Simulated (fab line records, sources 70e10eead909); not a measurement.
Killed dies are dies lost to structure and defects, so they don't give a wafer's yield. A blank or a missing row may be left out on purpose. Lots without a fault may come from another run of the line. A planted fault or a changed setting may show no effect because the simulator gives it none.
Problem report in the 8D (eight disciplines) form, filled by code | flow nand_harc | the parts of the form that need people (team, actions taken, sign-off) are left out

1. THE PROBLEM
killed_at_array at NHARC_END_SORT_01 reads a mean of 120 on 2 wafers of 2 lots; wafers without a fault read 27 with a standard deviation of 8.8. That is +11 standard deviations from the usual mean.
First seen on wafer L317.1, day 20 21:49, on prober-01. The record holds 4 wafers of 2 lots with a number at this step. Rule for "out", or "out of limits": more than 4 standard deviations from the usual mean. The other wafers with a number count as sound.

2. WHAT IT IS AND WHAT IT IS NOT
question                    | is                           | is not
which readings at this step | killed_at_array, killed_dies | killed_at_other, killed_at_periphery, killed_open, killed_short
which lots                  | L317, L319                   | -
which wafers of those lots  | L317.1, L319.1               | L317.2, L317.6
read on which gauges        | prober-01                    | -
when                        | from day 20 21:49            | up to then (0 sound wafers); but 2 sound wafers of L317 came after

3. SUSPECTS, AND WHAT RULES EACH OUT
Counting: a tool at a process step up to the reading stays a suspect if it ran every lot that is out. Sound lots after the first of them don't rule it out here, since some wafers of a struck lot are sound.
- the gauge at NHARC_END_SORT_01: kept. All the wafers that are out were read on prober-01, and no step on other tools shows them out.
- har_cap_etch-03 at NHARC_A_CONTACT_ETCH_114 (etches the open film in C4F8/O2/Ar, time 94 s, target depth 922 nm): kept. It ran every lot that is out, first L317 (day 16 23:57).
- Within har_cap_etch-03 at NHARC_A_CONTACT_ETCH_114: the wafers that are out ran in chamber 1; their sound lot-mates ran in chamber 0.
Left after counting: har_cap_etch-03 at NHARC_A_CONTACT_ETCH_114, prober-01 at NHARC_END_SORT_01.

4. THE CAUSE (what the simulator had put in)
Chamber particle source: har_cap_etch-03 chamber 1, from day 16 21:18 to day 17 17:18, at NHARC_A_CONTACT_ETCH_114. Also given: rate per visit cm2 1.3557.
Counting left 2 suspects, and this tool is among them.

5. THE CHAIN OF EFFECTS, in route order
Each row: a reading whose mean over the struck wafers that have a number lies more than 3 standard deviations from the usual. Only readings for which the record gives a usual standard deviation are gone through. hours: the time from each lot's start at the first step in this table that gives one to its start at this step, as a median over the lots. sigmas: the change in usual standard deviations.
hours | step              | reading         | usual | on struck wafers | change | sigmas
0     | NHARC_END_SORT_01 | killed_at_array | 27    | 120              | +94    | +11
0     | NHARC_END_SORT_01 | killed_dies     | 31    | 123              | +92    | +10

6. WHAT WOULD HAVE CAUGHT IT SOONER
In this record the first reading out of limits at a measuring or inspecting step was taken at day 20 21:49, 97 hours after the fault began at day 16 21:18.
All the lots that are out (2) had begun NHARC_A_CONTACT_ETCH_114 on har_cap_etch-03 by day 20 21:49. A hold on the tool at that time would have spared none of them.
